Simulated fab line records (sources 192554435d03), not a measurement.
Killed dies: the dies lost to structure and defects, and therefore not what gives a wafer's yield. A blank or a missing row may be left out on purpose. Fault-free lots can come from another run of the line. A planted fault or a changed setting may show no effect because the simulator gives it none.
Problem report, 8D (eight disciplines) form, completed by code ; flow n5 finfet ; the parts of the form that need people (team, actions taken, sign-off) are left out

## 1. WHAT WENT WRONG
Wafers without a fault read 499.96 C, standard deviation 0.21; susceptor temp C at N5_HKMG_FIN_CVD_62 reads a mean of 469.20 C on 3 wafers belonging to 3 lots. So: -99 or more standard deviations from the usual mean.
The step: deposits a-Si from Si2H6, target thk 3 nm, time 20.8 s.
First seen on wafer L108.3, day 5 14:08, on thermal cvd si-02. The record has a number at this step for 27 wafers belonging to 9 lots. Rule for "out" (also "out of limits"): further than 4 standard deviations from the usual mean. The rest of the wafers with a number are treated as sound.

## 2. WHAT THIS IS AND IS NOT
question;is;is not
which readings at this step;susceptor temp C;-
which lots;L108, L110, L112;L102, L106, L121, L123, L124, L125
which wafers of those lots;L108.3, L110.4, L112.1;L108.1, L108.4, L110.2, L110.5, L112.5, L112.6
read on which tools;thermal cvd si-02;thermal cvd si-01
when;from day 5 14:08;"up to then (8 sound wafers); but 16 sound wafers of L110, L112, L121, L123, L124, L125 came after"

## 3. SUSPECTS, AND WHAT RULES EACH OUT
Counting: if a tool at a process step up to the reading ran every lot that is out, it stays a suspect. Sound lots after the first of them don't rule it out here, since some wafers of a struck lot are sound.
- ald hk-01 at N5_HKMG_FIN_ALD_75 (deposits Al2O3, target thk 1 nm, co reactant pulse time 1 s): kept. It ran every lot that is out, first L108 (day 5 11:24).
- thermal cvd si-02 at N5_HKMG_FIN_CVD_62 (deposits a-Si from Si2H6, target thk 3 nm, time 20.8 s): kept. Every lot that is out went through it, the first being L108 (day 5 14:08); the last sound lot it ran before that was L106 (day 5 00:59). Its own readings are out on those wafers: susceptor temp C.
- At N5_HKMG_FIN_ALD_75, inside ald hk-01: chamber 0 took the wafers that are out, while their sound lot-mates went through chambers 1, 2, 3.
- At N5_HKMG_FIN_CVD_62, inside thermal cvd si-02: chamber 2 took the wafers that are out, while their sound lot-mates went through chambers 0, 1.
What counting leaves: ald hk-01 at N5_HKMG_FIN_ALD_75 and thermal cvd si-02 at N5_HKMG_FIN_CVD_62.

## 4. THE CAUSE (what the simulator had put in)
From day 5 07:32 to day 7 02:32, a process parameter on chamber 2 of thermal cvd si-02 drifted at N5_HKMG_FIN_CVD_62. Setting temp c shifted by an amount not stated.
Of the 2 suspects that counting leaves, this tool is one.

## 5. THE CHAIN OF EFFECTS, in route order
Each row: a reading whose mean over the struck wafers that have a number lies more than 3 standard deviations from the usual. Readings are gone through only where the record gives a usual standard deviation; hours: the median, over the lots, of the time from a lot's start at the first step in this table giving one to that lot's start at this step; sigmas: the change measured in usual standard deviations.
hours;step;reading;usual;on struck wafers;change;sigmas
0;N5_HKMG_FIN_CVD_62;susceptor temp C;499.96 C;469.20;-30.76;-99 or more
Here are the process steps it includes:
- N5_HKMG_FIN_CVD_62: deposits a-Si from Si2H6, target thk 3 nm, time 20.8 s.
At these later measuring or inspecting steps, every struck wafer for which the step has a row has a number for every such reading, and none has moved that far: N5_BEOL_M4_RC_MEAS_101.

## 6. WHAT WOULD HAVE CAUGHT IT SOONER
7 hours passed between the start of the fault at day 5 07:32 and the first reading out of limits in this record, taken at day 5 14:08.
